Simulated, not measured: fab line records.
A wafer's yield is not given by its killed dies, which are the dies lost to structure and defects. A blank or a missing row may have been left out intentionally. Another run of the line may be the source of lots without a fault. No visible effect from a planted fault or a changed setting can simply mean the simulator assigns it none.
fab line records | flow n5_finfet
record lots=7 | wafers=21 | last_day=17
route steps=1938 shown PMOS_HMC_CHANNEL_EPI@69 BEOL_M4@1111
lots that met no fault: from a run of the same line without faults
start_h: start of the lot's first displayed wafer, in hours after the record's first day | wait_h: hours from the lot's prior step to this one | " the same as in the row above | L1.1+2: one row covering several wafers at once | - no value, or no start given | * or withheld: withheld | < > ~ a bound
route shown NAME@n: a module of which the file shows steps, and the number in the route of the first | usual: mean/standard deviation taken from wafers without a fault | same: alike in all rows | chamber/n: place in a boat | sites: per-site readings | _std_site: standard deviation of those values | _edge_site: the outer-site mean with the inner-site mean subtracted | radius_mm: how far each site lies from the wafer's centre | mask NAME#n: copy n | behind: tool/chamber where the wafer was last shaped | hold: why the lot was held/for how many hours/how that ended | device: transistor that didn't switch, given as n, p or np | end of line: tests of these same wafers at the route's end | a step with no rows: only its recipe | killed: dies that structure and defects cost at the first sort, which is not the same as the wafer's yield | map: per-die view of a wafer (x killed, . not killed, _ where there is no die)
set.NAME: the setting the step ran with; set.NAME@STEP: the setting that earlier step ran with | model.NAME: the simulator's own value behind a step, which no gauge read
certain route steps with their lots: each step a table, each wafer a row
services: a tool's chamber out of use, with start hour (start_h, from the record's first day; less than 0 if before it), hours out, and reason
## steps
# step N5_PMOS_HMC_CHANNEL_EPI_ETCH_32
# recipe chemistry=N2/H2 | target=BARC | stop_on=SiO2 | target_depth_a=858 | over_etch_frac=0.3 | time_s=50.3 | ion_energy_ev=200 | mask_material=CAR-ArF-block | pressure_mtorr=30 | source_w=840 | bias_w=150 | n2_flow_sccm=200 | h2_flow_sccm=200
# usual bias_w=150.0/0.49 | drypump_motor_current_A=5.8/0.46 | oes_product_au=0.69/0.058 | rf_vpp_V=523.9/1.8 | showerhead_plenum_p_Torr=2.55/0.053 | throttle_valve_pct=17.80/0.25
lot.wafer | tool        | chamber | start_h | wait_h | bias_w | drypump_motor_current_A | oes_product_au | rf_hours_counter_h | rf_vpp_V | showerhead_plenum_p_Torr | throttle_valve_pct
L892.1    | rie_diel-03 | 0       | 50.73   | 0.0    | 149.7  | 5.3                     | 0.75           | 38                 | 523.3    | 2.49                     | 17.78
L892.3    | "           | 1       | "       | "      | 150.3  | 4.8                     | 0.60           | 233                | 525.4    | 2.62                     | 18.19
L892.5    | "           | 0       | "       | "      | 150.0  | 5.3                     | 0.77           | -                  | 521.0    | 2.49                     | 17.78
L894.3    | rie_diel-03 | 1       | 60.85   | 0.0    | 150.1  | 4.8                     | 0.60           | 236                | 526.3    | 2.62                     | 18.20
L894.4    | "           | 3       | "       | "      | 150.5  | 6.6                     | 0.73           | 51                 | 524.4    | 2.58                     | 17.67
L894.6    | "           | 3       | "       | "      | 150.3  | 6.6                     | 0.73           | -                  | 525.6    | 2.58                     | 17.66
L895.2    | rie_diel-03 | 2       | 67.04   | 0.0    | 150.4  | 5.7                     | 0.62           | 197                | 526.9    | 2.62                     | 17.83
L895.4    | "           | 1       | "       | "      | 149.6  | 4.8                     | 0.61           | 237                | 525.6    | 2.62                     | 18.19
L895.6    | "           | 2       | "       | "      | 150.0  | 5.7                     | 0.62           | -                  | 526.0    | 2.62                     | 17.83
L896.2    | rie_diel-05 | 1       | 72.45   | 0.0    | 149.8  | 5.7                     | 0.66           | 123                | 527.2    | 2.63                     | 17.54
L896.4    | "           | 0       | "       | "      | 149.6  | 5.8                     | 0.63           | 188                | 524.5    | 2.52                     | 17.91
L896.6    | "           | 3       | "       | "      | 150.3  | 6.4                     | 0.74           | -                  | 522.2    | 2.49                     | 18.17
L904.3    | rie_diel-05 | 1       | 119.77  | 0.0    | 149.7  | 5.6                     | 0.65           | 140                | 527.9    | 2.63                     | 17.56
L904.4    | "           | 2       | "       | "      | 149.4  | 5.9                     | 0.72           | 76                 | 524.7    | 2.55                     | 17.44
L904.5    | "           | 2       | "       | "      | 150.0  | 5.9                     | 0.71           | -                  | 524.1    | 2.55                     | 17.45
L908.2    | rie_diel-05 | 1       | 143.47  | 0.0    | 150.6  | 5.7                     | 0.64           | 150                | 525.8    | 2.62                     | 17.57
L908.3    | "           | 0       | "       | "      | 150.0  | 5.9                     | 0.62           | 214                | 524.4    | 2.51                     | 17.97
L908.6    | "           | 0       | "       | "      | 149.3  | 5.8                     | 0.62           | -                  | 523.8    | 2.51                     | 17.95
L910.3    | rie_diel-02 | 3       | 155.51  | 0.0    | 149.9  | 5.4                     | 0.65           | 154                | 522.9    | 2.57                     | 18.27
L910.4    | "           | 1       | "       | "      | 151.0  | 5.7                     | 0.69           | 84                 | 521.0    | 2.46                     | 17.82
L910.5    | "           | 2       | "       | "      | 149.7  | 6.4                     | 0.63           | -                  | 524.2    | 2.52                     | 17.88
# step N5_PMOS_HMC_CHANNEL_EPI_HM_OPEN_15
# recipe chemistry=CHF3/O2 | target=SiO2 | mask_material=CAR-ArF-block | target_depth_a=406 | CHF3_flow_sccm=50 | O2_flow_sccm=5 | Ar_flow_sccm=200 | time_s=20.3 | pressure_mtorr=30 | source_w=650 | bias_w=170 | ion_energy_ev=200
# usual O2_flow_sccm=5.000/0.013 | bias_w=170.0/0.6 | drypump_motor_current_A=5.8/0.46 | oes_ar_750_au=0.81/0.076 | oes_product_au=0.81/0.075 | rf_vpp_V=527/11 | showerhead_plenum_p_Torr=2.41/0.047 | throttle_valve_pct=18.77/0.22
lot.wafer | tool        | chamber | start_h | wait_h | O2_flow_sccm | bias_w | drypump_motor_current_A | oes_ar_750_au | oes_product_au | rf_hours_counter_h | rf_vpp_V | showerhead_plenum_p_Torr | throttle_valve_pct
L892.1    | rie_diel-03 | 0       | 50.77   | 0.0    | 5.002        | 169.7  | 5.3                     | 0.90          | 0.90           | 38                 | 541      | 2.37                     | 18.79
L892.3    | "           | 1       | "       | "      | 5.007        | 169.5  | 4.8                     | 0.71          | 0.71           | 233                | 538      | 2.47                     | 19.10
L892.5    | "           | 0       | "       | "      | 5.010        | 170.3  | 5.3                     | 0.91          | 0.89           | -                  | 541      | 2.36                     | 18.77
L894.3    | rie_diel-03 | 1       | 60.89   | 0.0    | 5.014        | 170.6  | 4.8                     | 0.71          | 0.70           | 236                | 540      | 2.47                     | 19.10
L894.4    | "           | 3       | "       | "      | 4.983        | 170.2  | 6.6                     | 0.86          | 0.88           | 51                 | 517      | 2.42                     | 18.48
L894.6    | "           | 3       | "       | "      | 4.995        | 170.7  | 6.6                     | 0.86          | 0.88           | -                  | 517      | 2.42                     | 18.47
L895.2    | rie_diel-03 | 2       | 67.08   | 0.0    | 4.998        | 170.2  | 5.7                     | 0.72          | 0.72           | 197                | 521      | 2.49                     | 18.92
L895.4    | "           | 1       | "       | "      | 4.985        | 169.9  | 4.8                     | 0.71          | 0.70           | 237                | 539      | 2.46                     | 19.11
L895.6    | "           | 2       | "       | "      | 5.019        | 170.1  | 5.7                     | 0.72          | 0.72           | -                  | 521      | 2.49                     | 18.91
L896.2    | rie_diel-05 | 1       | 72.49   | 0.0    | 4.999        | 170.6  | 5.6                     | 0.77          | 0.77           | 123                | 512      | 2.50                     | 18.63
L896.4    | "           | 0       | "       | "      | 5.002        | 169.0  | 5.8                     | 0.74          | 0.73           | 188                | 537      | 2.39                     | 18.85
L896.6    | "           | 3       | "       | "      | 4.994        | 170.6  | 6.4                     | 0.85          | 0.85           | -                  | 526      | 2.38                     | 19.12
L904.3    | rie_diel-05 | 1       | 119.81  | 0.0    | 4.995        | 169.7  | 5.6                     | 0.75          | 0.76           | 140                | 513      | 2.49                     | 18.67
L904.4    | "           | 2       | "       | "      | 5.008        | 169.2  | 5.9                     | 0.85          | 0.85           | 76                 | 507      | 2.43                     | 18.58
L904.5    | "           | 2       | "       | "      | 4.996        | 170.6  | 5.9                     | 0.86          | 0.85           | -                  | 509      | 2.43                     | 18.59
L908.2    | rie_diel-05 | 1       | 143.51  | 0.0    | 4.992        | 170.2  | 5.7                     | 0.76          | 0.75           | 150                | 512      | 2.49                     | 18.70
L908.3    | "           | 0       | "       | "      | 5.008        | 170.4  | 5.9                     | 0.72          | 0.72           | 214                | 535      | 2.38                     | 18.90
L908.6    | "           | 0       | "       | "      | 5.005        | 170.3  | 5.8                     | 0.72          | 0.72           | -                  | 537      | 2.38                     | 18.89
L910.3    | rie_diel-02 | 3       | 155.55  | 0.0    | 4.998        | 170.0  | 5.4                     | 0.73          | 0.75           | 154                | 540      | 2.38                     | 18.93
L910.4    | "           | 1       | "       | "      | 5.008        | 170.0  | 5.7                     | 0.83          | 0.82           | 84                 | 527      | 2.34                     | 18.75
L910.5    | "           | 2       | "       | "      | 4.973        | 170.0  | 6.5                     | 0.72          | 0.72           | -                  | 526      | 2.40                     | 18.99
# step N5_PMOS_HMC_CHANNEL_EPI_STRIP_33
# recipe chemistry=N2/H2 | power_w=500 | temp_c=40 | pressure_mtorr=50 | rf_frequency_hz=6e+07 | overash_fraction=0.3 | bias_power_w=8 | h2_frac=0.5 | n2_flow_sccm=300 | h2_flow_sccm=300
# usual drypump_motor_current_A=5.8/0.46 | oes_product_au=0.81/0.07 | rf_vpp_V=54.1/1.8 | showerhead_plenum_p_Torr=3.36/0.067 | throttle_valve_pct=19.0/0.36
lot.wafer | tool        | chamber | start_h | wait_h | drypump_motor_current_A | oes_product_au | rf_hours_counter_h | rf_vpp_V | showerhead_plenum_p_Torr | throttle_valve_pct
L892.1    | rie_diel-03 | 0       | 50.83   | 0.0    | 5.3                     | 0.88           | 38                 | 56.8     | 3.29                     | 18.9
L892.3    | "           | 1       | "       | "      | 4.8                     | 0.70           | 233                | 51.6     | 3.46                     | 19.1
L892.5    | "           | 0       | "       | "      | 5.3                     | 0.90           | -                  | 53.4     | 3.29                     | 18.9
L894.3    | rie_diel-03 | 1       | 60.95   | 0.0    | 4.8                     | 0.71           | 236                | 53.2     | 3.46                     | 19.1
L894.4    | "           | 3       | "       | "      | 6.6                     | 0.87           | 51                 | 56.7     | 3.41                     | 19.0
L894.6    | "           | 3       | "       | "      | 6.6                     | 0.87           | -                  | 53.8     | 3.41                     | 19.0
L895.2    | rie_diel-03 | 2       | 67.14   | 0.0    | 5.8                     | 0.73           | 197                | 56.3     | 3.46                     | 18.8
L895.4    | "           | 1       | "       | "      | 4.8                     | 0.68           | 237                | 52.3     | 3.46                     | 19.2
L895.6    | "           | 2       | "       | "      | 5.7                     | 0.73           | -                  | 54.0     | 3.46                     | 18.8
L896.2    | rie_diel-05 | 1       | 72.55   | 0.0    | 5.7                     | 0.76           | 123                | 55.3     | 3.48                     | 18.4
L896.4    | "           | 0       | "       | "      | 5.8                     | 0.75           | 188                | 57.8     | 3.33                     | 19.2
L896.6    | "           | 3       | "       | "      | 6.4                     | 0.88           | -                  | 55.3     | 3.29                     | 19.4
L904.3    | rie_diel-05 | 1       | 119.86  | 0.0    | 5.7                     | 0.76           | 140                | 52.4     | 3.47                     | 18.5
L904.4    | "           | 2       | "       | "      | 5.9                     | 0.83           | 76                 | 51.6     | 3.37                     | 18.4
L904.5    | "           | 2       | "       | "      | 5.9                     | 0.84           | -                  | 56.6     | 3.37                     | 18.4
L908.2    | rie_diel-05 | 1       | 143.57  | 0.0    | 5.7                     | 0.76           | 150                | 53.5     | 3.46                     | 18.5
L908.3    | "           | 0       | "       | "      | 5.9                     | 0.74           | 214                | 53.8     | 3.32                     | 19.2
L908.6    | "           | 0       | "       | "      | 5.9                     | 0.74           | -                  | 56.4     | 3.32                     | 19.3
L910.3    | rie_diel-02 | 3       | 155.61  | 0.0    | 5.4                     | 0.75           | 154                | 53.5     | 3.39                     | 19.6
L910.4    | "           | 1       | "       | "      | 5.7                     | 0.82           | 84                 | 53.5     | 3.25                     | 19.2
L910.5    | "           | 2       | "       | "      | 6.4                     | 0.72           | -                  | 49.6     | 3.34                     | 18.9
# step N5_PMOS_HMC_CHANNEL_EPI_STRIP_17
# recipe chemistry=SPM | time_s=750 | temp_c=130 | h2so4_h2o2_vol_ratio=4 | dry=ipa_marangoni
# step N5_PMOS_HMC_CHANNEL_EPI_ETCH_38
# recipe chemistry=CF4 | target=SiO2 | target_depth_a=15 | ion_energy_ev=350 | pressure_mtorr=10 | icp_w=800 | bias_w=400 | cf4_flow_sccm=80
# usual bias_w=399.9/1.2 | drypump_motor_current_A=5.5/0.38 | oes_product_au=0.993/0.02 | throttle_valve_pct=21.66/0.25
lot.wafer | tool      | chamber | start_h | wait_h | bias_w | drypump_motor_current_A | oes_product_au | rf_hours_counter_h | throttle_valve_pct
L892.1    | rie_si-05 | 3       | 51.14   | 0.0    | 399.5  | 5.8                     | 0.993          | 2                  | 21.77
L892.3    | "         | 0       | "       | "      | 398.6  | 5.6                     | 1.009          | 125                | 21.50
L892.5    | "         | 0       | "       | "      | 399.7  | 5.7                     | 0.999          | -                  | 21.51
L894.3    | rie_si-05 | 1       | 61.25   | 0.0    | 399.6  | 5.2                     | 0.970          | 78                 | 21.69
L894.4    | "         | 0       | "       | "      | 399.3  | 5.6                     | 1.008          | 126                | 21.54
L894.6    | "         | 2       | "       | "      | 400.9  | 5.9                     | 0.976          | -                  | 22.15
L895.2    | rie_si-02 | 1       | 67.45   | 0.0    | 398.1  | 5.2                     | 0.967          | 25                 | 21.49
L895.4    | "         | 2       | "       | "      | 398.3  | 5.6                     | 0.998          | 83                 | 21.56
L895.6    | "         | 2       | "       | "      | 400.0  | 5.6                     | 1.000          | -                  | 21.56
L896.2    | rie_si-01 | 2       | 72.85   | 0.0    | 399.0  | 5.0                     | 0.991          | 150                | 21.98
L896.4    | "         | 0       | "       | "      | 399.2  | 5.7                     | 1.003          | 2                  | 21.22
L896.6    | "         | 3       | "       | "      | 401.2  | 6.3                     | 0.981          | -                  | 22.07
L904.3    | rie_si-05 | 0       | 120.17  | 0.0    | 398.6  | 5.7                     | 1.001          | 127                | 21.52
L904.4    | "         | 2       | "       | "      | 398.9  | 5.9                     | 0.961          | 35                 | 22.14
L904.5    | "         | 3       | "       | "      | 399.6  | 5.8                     | 0.994          | -                  | 21.78
L908.2    | rie_si-05 | 0       | 143.89  | 0.0    | 402.5  | 5.6                     | 0.999          | 127                | 21.52
L908.3    | "         | 3       | "       | "      | 399.3  | 5.8                     | 1.004          | 4                  | 21.77
L908.6    | "         | 2       | "       | "      | 399.3  | 5.9                     | 0.989          | -                  | 22.12
L910.3    | rie_si-05 | 0       | 155.93  | 0.0    | 399.5  | 5.6                     | 0.985          | 128                | 21.51
L910.4    | "         | 2       | "       | "      | 398.8  | 5.9                     | 0.977          | 36                 | 22.13
L910.5    | "         | 3       | "       | "      | 400.8  | 5.8                     | 0.987          | -                  | 21.80
# step N5_PMOS_HMC_CHANNEL_EPI_FIN_RECESS_16
# recipe chemistry=HBr/Cl2 | target=Si | mask_material=SiO2 | target_depth_a=540 | time_s=18 | pressure_mtorr=10 | icp_w=800 | bias_w=75 | HBr_flow_sccm=150 | Cl2_flow_sccm=80
# usual bias_w=75.04/0.19 | drypump_motor_current_A=5.5/0.38 | oes_product_au=0.996/0.018 | throttle_valve_pct=35.2/0.34
lot.wafer | tool      | chamber | start_h | wait_h | bias_w | drypump_motor_current_A | oes_product_au | rf_hours_counter_h | throttle_valve_pct
L892.1    | rie_si-05 | 3       | 51.16   | 0.0    | 74.96  | 5.8                     | 0.981          | 2                  | 35.2
L892.3    | "         | 0       | "       | "      | 74.97  | 5.6                     | 0.986          | 125                | 35.5
L892.5    | "         | 0       | "       | "      | 75.11  | 5.6                     | 0.984          | -                  | 35.5
L894.3    | rie_si-05 | 1       | 61.27   | 0.0    | 74.69  | 5.2                     | 0.974          | 78                 | 35.1
L894.4    | "         | 0       | "       | "      | 75.18  | 5.7                     | 0.988          | 126                | 35.5
L894.6    | "         | 2       | "       | "      | 75.05  | 5.8                     | 0.984          | -                  | 35.9
L895.2    | rie_si-02 | 1       | 67.47   | 0.0    | 75.04  | 5.2                     | 0.982          | 25                 | 35.1
L895.4    | "         | 2       | "       | "      | 75.10  | 5.6                     | 0.999          | 83                 | 34.9
L895.6    | "         | 2       | "       | "      | 74.89  | 5.6                     | 1.014          | -                  | 34.9
L896.2    | rie_si-01 | 2       | 72.87   | 0.0    | 75.01  | 5.0                     | 0.997          | 150                | 35.3
L896.4    | "         | 0       | "       | "      | 75.61  | 5.6                     | 1.009          | 2                  | 34.7
L896.6    | "         | 3       | "       | "      | 75.05  | 6.3                     | 0.996          | -                  | 35.6
L904.3    | rie_si-05 | 0       | 120.19  | 0.0    | 75.17  | 5.6                     | 0.990          | 127                | 35.5
L904.4    | "         | 2       | "       | "      | 75.13  | 5.9                     | 0.984          | 35                 | 35.8
L904.5    | "         | 3       | "       | "      | 74.97  | 5.8                     | 0.994          | -                  | 35.2
L908.2    | rie_si-05 | 0       | 143.91  | 0.0    | 75.05  | 5.7                     | 0.987          | 127                | 35.5
L908.3    | "         | 3       | "       | "      | 74.80  | 5.8                     | 1.004          | 4                  | 35.2
L908.6    | "         | 2       | "       | "      | 75.13  | 5.9                     | 0.992          | -                  | 35.8
L910.3    | rie_si-05 | 0       | 155.95  | 0.0    | 74.98  | 5.7                     | 0.990          | 128                | 35.5
L910.4    | "         | 2       | "       | "      | 75.38  | 5.9                     | 0.992          | 36                 | 35.8
L910.5    | "         | 3       | "       | "      | 75.16  | 5.8                     | 0.987          | -                  | 35.2
# step N5_PMOS_HMC_CHANNEL_EPI_PRECLEAN_36
# recipe chemistry=O3/DIW | time_s=45 | temp_c=22 | o3_ppm=10
# step N5_PMOS_HMC_CHANNEL_EPI_PRECLEAN_18
# recipe chemistry=DHF | time_s=30 | temp_c=25 | dilution=withheld
# step N5_PMOS_HMC_CHANNEL_EPI_SRD_19
# recipe dry=ipa_marangoni | do_ppb=5 | time_s=30 | temp_c=23 | rinse_liquid=diw
# step N5_PMOS_HMC_CHANNEL_EPI_EPI_20
# recipe material=SiGe30 | mask_material=SiO2 | pressure_torr=20 | target_thk_a=590 | temp_c=600
# step N5_PMOS_HMC_CHANNEL_EPI_HM_STRIP_35
# recipe chemistry=dHF | temp_c=25 | material=SiO2 | target=SiO2 | target_depth_a=396 | time_s=216
# step N5_PMOS_HMC_CHANNEL_EPI_SRD_39
# recipe dry=ipa_marangoni | time_s=30 | temp_c=23 | rinse_liquid=diw
# step N5_PMOS_HMC_CHANNEL_EPI_CMP_21
# recipe material=SiGe30 | post_cmp_clean=alkaline_brush | target_thk_nm=54
# usual edge_zone_pressure_frac=1.000/0.0048 | motor_current_A=12.6/1.2
lot.wafer | tool   | chamber | start_h | wait_h | edge_zone_pressure_frac | motor_current_A | model.SiGe30_of_PMOS_HMC_CHANNEL_EPI_EPI_20.thk_nm
L892.3    | cmp-02 | 0       | 52.71   | 0.1    | 1.001                   | 13.3            | 54.01
L892.1    | "      | 2       | "       | "      | 1.000                   | 13.4            | 54.14
L892.5    | "      | 0       | "       | "      | 1.001                   | 14.0            | 53.95
L894.3    | cmp-02 | 1       | 62.78   | 0.0    | -                       | -               | 60.14
L894.4    | "      | 0       | "       | "      | -                       | -               | 59.86
L894.6    | "      | 2       | "       | "      | -                       | -               | 60
L895.4    | cmp-01 | 3       | 68.98   | 0.0    | -                       | -               | 58.78
L895.2    | "      | 0       | "       | "      | -                       | -               | 58.89
L895.6    | "      | 0       | "       | "      | -                       | -               | 58.31
L896.4    | cmp-02 | 3       | 74.38   | 0.0    | -                       | -               | 58.42
L896.2    | "      | 2       | "       | "      | -                       | -               | 58.69
L896.6    | "      | 0       | "       | "      | -                       | -               | 59.14
L904.4    | cmp-01 | 3       | 121.73  | 0.1    | 1.002                   | 11.9            | 53.88
L904.3    | "      | 1       | "       | "      | 0.999                   | 12.5            | 54.19
L904.5    | "      | 2       | "       | "      | 1.001                   | 12.5            | 54.07
L908.3    | cmp-02 | 2       | 145.45  | 0.1    | 1.006                   | 14.9            | 54.25
L908.2    | "      | 3       | "       | "      | 1.000                   | 12.3            | 54.16
L908.6    | "      | 2       | "       | "      | 1.007                   | 13.8            | 54.27
L910.3    | cmp-01 | 3       | 157.45  | 0.0    | 1.012                   | 12.3            | 53.87
L910.4    | "      | 0       | "       | "      | 0.997                   | 11.1            | 53.8
L910.5    | "      | 3       | "       | "      | 1.005                   | 11.8            | 53.89
# step N5_PMOS_HMC_CHANNEL_EPI_THK_MEAS_22
# recipe reads=SiGe30_of_PMOS_HMC_CHANNEL_EPI_EPI_20
# usual HMC_CMP_THK=53.7/1.1
lot.wafer | tool          | chamber | start_h | wait_h | HMC_CMP_THK[nm]
L892.1    | film_metro-01 | -       | 52.97   | -      | 53.2
L892.3    | "             | -       | "       | "      | 54.4
L892.5    | "             | -       | "       | "      | 54.5
L894.3    | film_metro-02 | -       | 63.08   | 0.3    | 60.1
L894.4    | "             | -       | "       | "      | 59.9
L894.6    | "             | -       | "       | "      | 60.0
L895.2    | film_metro-02 | -       | 69.27   | 0.2    | 58.9
L895.4    | "             | -       | "       | "      | 58.8
L895.6    | "             | -       | "       | "      | 58.3
L896.2    | film_metro-01 | -       | 74.67   | 0.1    | 58.7
L896.4    | "             | -       | "       | "      | 58.5
L896.6    | "             | -       | "       | "      | 59.1
L904.3    | film_metro-01 | -       | 121.99  | -      | 54.5
L904.4    | "             | -       | "       | "      | 53.0
L904.5    | "             | -       | "       | "      | 54.0
L908.2    | film_metro-02 | -       | 145.71  | -      | 55.2
L908.3    | "             | -       | "       | "      | 54.4
L908.6    | "             | -       | "       | "      | 54.1
L910.3    | film_metro-02 | -       | 157.75  | -      | 54.2
L910.4    | "             | -       | "       | "      | 53.6
L910.5    | "             | -       | "       | "      | 54.0
# step N5_PMOS_HMC_CHANNEL_EPI_PRECLEAN_40
# recipe chemistry=DHF | time_s=30 | temp_c=25 | dilution=withheld
# step N5_PMOS_HMC_CHANNEL_EPI_PRECLEAN_37
# recipe chemistry=O3/DIW | time_s=45 | temp_c=22 | o3_ppm=10
lot.wafer | tool         | chamber | start_h | wait_h | model.SiGe30_of_PMOS_HMC_CHANNEL_EPI_EPI_20.thk_nm
L892.1    | wet_bench-01 | 2       | 53.01   | 0.0    | 53.43
L892.3    | "            | 1       | "       | "      | 53.31
L892.5    | "            | 6       | "       | "      | 53.25
L894.3    | wet_bench-05 | 2       | 63.12   | 0.0    | 59.44
L894.4    | "            | 6       | "       | "      | 59.16
L894.6    | "            | 0       | "       | "      | 59.3
L895.2    | wet_bench-02 | 2       | 69.31   | 0.0    | 58.2
L895.4    | "            | 0       | "       | "      | 58.09
L895.6    | "            | 1       | "       | "      | 57.61
L896.2    | wet_bench-02 | 3       | 74.71   | 0.0    | 57.98
L896.4    | "            | 0       | "       | "      | 57.71
L896.6    | "            | 5       | "       | "      | 58.43
L904.3    | wet_bench-01 | 2       | 122.03  | 0.0    | 53.48
L904.4    | "            | 4       | "       | "      | 53.18
L904.5    | "            | 7       | "       | "      | 53.37
L908.2    | wet_bench-01 | 0       | 145.75  | 0.0    | 53.43
L908.3    | "            | 7       | "       | "      | 53.52
L908.6    | "            | 5       | "       | "      | 53.54
L910.3    | wet_bench-05 | 2       | 157.79  | 0.0    | 53.16
L910.4    | "            | 5       | "       | "      | 53.09
L910.5    | "            | 6       | "       | "      | 53.19
# step N5_PMOS_HMC_CHANNEL_EPI_PRECLEAN_24
# recipe chemistry=DHF | time_s=30 | temp_c=25 | dilution=withheld
# step N5_BEOL_M4_RC_MEAS_101
# usual DIBL_N=36.0/2.2 | DIBL_P=35.9/2.6 | IOFF_N=0.16/0.038 | IOFF_P=0.21/0.042 | ION_N=675/15 | ION_P=463/10 | SS_N=71.5/0.62 | SS_P=73.2/0.76 | VT_N=250/4.1 | VT_P=-251/3.6
lot.wafer | tool      | chamber | start_h | wait_h | DIBL_N[mV/V] | DIBL_P[mV/V] | IOFF_N[nA/um] | IOFF_P[nA/um] | ION_N[uA/um] | ION_P[uA/um] | SS_N[mV/dec] | SS_P[mV/dec] | VT_N[mV] | VT_P[mV]
L892.1    | prober-01 | 0       | 195.21  | 0.0    | 34.6         | 34.5         | 0.14          | 0.19          | 683          | 470          | 71.3         | 73.1         | 249      | -251
L892.3    | "         | 0       | "       | "      | 31.4         | 31.4         | 0.11          | 0.16          | 667          | 461          | 70.3         | 72.1         | 251      | -252
L892.5    | "         | 0       | "       | "      | 35.9         | 36.8         | 0.16          | 0.20          | 689          | 465          | 71.7         | 73.3         | 249      | -252
L904.3    | prober-02 | 0       | 267.24  | 0.3    | 37.6         | 39.1         | 0.19          | 0.26          | 685          | 472          | 72.3         | 73.6         | 245      | -246
L904.4    | "         | 0       | "       | "      | 40.7         | 42.4         | 0.25          | 0.32          | 700          | 477          | 72.1         | 74.5         | 241      | -245
L904.5    | "         | 0       | "       | "      | 37.0         | 37.4         | 0.18          | 0.24          | 661          | 457          | 71.7         | 73.2         | 247      | -249
L908.2    | prober-02 | 0       | 290.32  | 0.2    | 35.4         | 35.1         | 0.15          | 0.23          | 689          | 476          | 71.6         | 72.3         | 251      | -248
L908.3    | "         | 0       | "       | "      | 36.3         | 35.1         | 0.17          | 0.23          | 670          | 457          | 71.5         | 73.2         | 251      | -247
L908.6    | "         | 0       | "       | "      | 37.3         | 37.0         | 0.20          | 0.27          | 702          | 480          | 71.6         | 73.8         | 246      | -244
L910.3    | prober-02 | 0       | 306.66  | 0.3    | 34.1         | 34.9         | 0.15          | 0.21          | 684          | 474          | 71.1         | 73.1         | 247      | -249
L910.4    | "         | 0       | "       | "      | 32.8         | 30.7         | 0.12          | 0.16          | 666          | 459          | 71.3         | 71.2         | 251      | -253
L910.5    | "         | 0       | "       | "      | 36.8         | 37.0         | 0.20          | 0.25          | 690          | 472          | 71.9         | 73.3         | 244      | -245
## services
tool         | chamber | start_h | hours | kind
wet_bench-02 | -       | 51.82   | 1.9   | pm
cmp-01       | -       | 58.11   | 1.2   | repair
cmp-02       | -       | 61.17   | 0.2   | repair
cmp-02       | -       | 78.72   | 1.7   | repair
cmp-02       | -       | 86.74   | 0.5   | repair
rie_diel-02  | -       | 89.59   | 0.7   | repair
rie_si-02    | 0       | 95.08   | 3.3   | repair
rie_diel-02  | 2       | 95.78   | 4.7   | repair
rie_diel-02  | 3       | 97.68   | 4.5   | repair
rie_si-05    | 2       | 106.40  | 1.9   | repair
cmp-01       | -       | 108.99  | 8.1   | pm
rie_diel-03  | 1       | 109.14  | -     | clean
rie_diel-03  | 1       | 109.14  | -     | consumable_replace:focus_ring
rie_diel-03  | 1       | 109.14  | 17.6  | scheduled_down
rie_diel-03  | 1       | 109.14  | 17.6  | vent_cycle
wet_bench-05 | -       | 110.33  | 3.9   | repair
rie_diel-02  | 3       | 119.31  | 7.9   | repair
rie_diel-05  | -       | 122.19  | 0.2   | repair
rie_diel-05  | 3       | 129.67  | 16.7  | repair
cmp-02       | -       | 131.75  | 0.2   | repair
cmp-02       | -       | 133.37  | 1.2   | repair
cmp-02       | -       | 145.92  | 3.0   | repair
cmp-01       | -       | 154.57  | 0.4   | repair
## key
first_sign step=N5_PMOS_HMC_CHANNEL_EPI_CMP_21 | reading=tool_record | direction=missing
effect step=N5_PMOS_HMC_CHANNEL_EPI_THK_MEAS_22 | reading=HMC_CMP_THK | direction=up | sigmas=5 | usual=53.7 | struck=59.1
model_effect step=N5_PMOS_HMC_CHANNEL_EPI_CMP_21 | value=SiGe30_of_PMOS_HMC_CHANNEL_EPI_EPI_20.thk_nm | without=54.06 | struck=59.14
model_effect step=N5_PMOS_HMC_CHANNEL_EPI_PRECLEAN_37 | value=SiGe30_of_PMOS_HMC_CHANNEL_EPI_EPI_20.thk_nm | without=53.36 | struck=58.44
met_at N5_PMOS_HMC_CHANNEL_EPI_CMP_21
struck_wafers L894.3,L894.4,L894.6,L895.2,L895.4,L895.6,L896.2,L896.4,L896.6
later_rows_left_out L894.3,L894.4,L894.6,L895.2,L895.4,L895.6,L896.2,L896.4,L896.6
sort_left_out L894.3,L894.4,L894.6,L895.2,L895.4,L895.6,L896.2,L896.4,L896.6
onset_between 52.71 62.78
fault kind=skipped_step_whole | tool=cmp-01,cmp-02 | chamber=- | onset_h=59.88 | steps=N5_PMOS_HMC_CHANNEL_EPI_CMP_21 | scope=struck_lots_only
# sort_left_out: the simulated sort isn't trusted on such a fault, so these wafers' sort isn't shown, and their yield isn't known
# later_rows_left_out: the simulator's readings of these wafers behind a module that went badly wrong aren't trusted and aren't shown, but for the sort
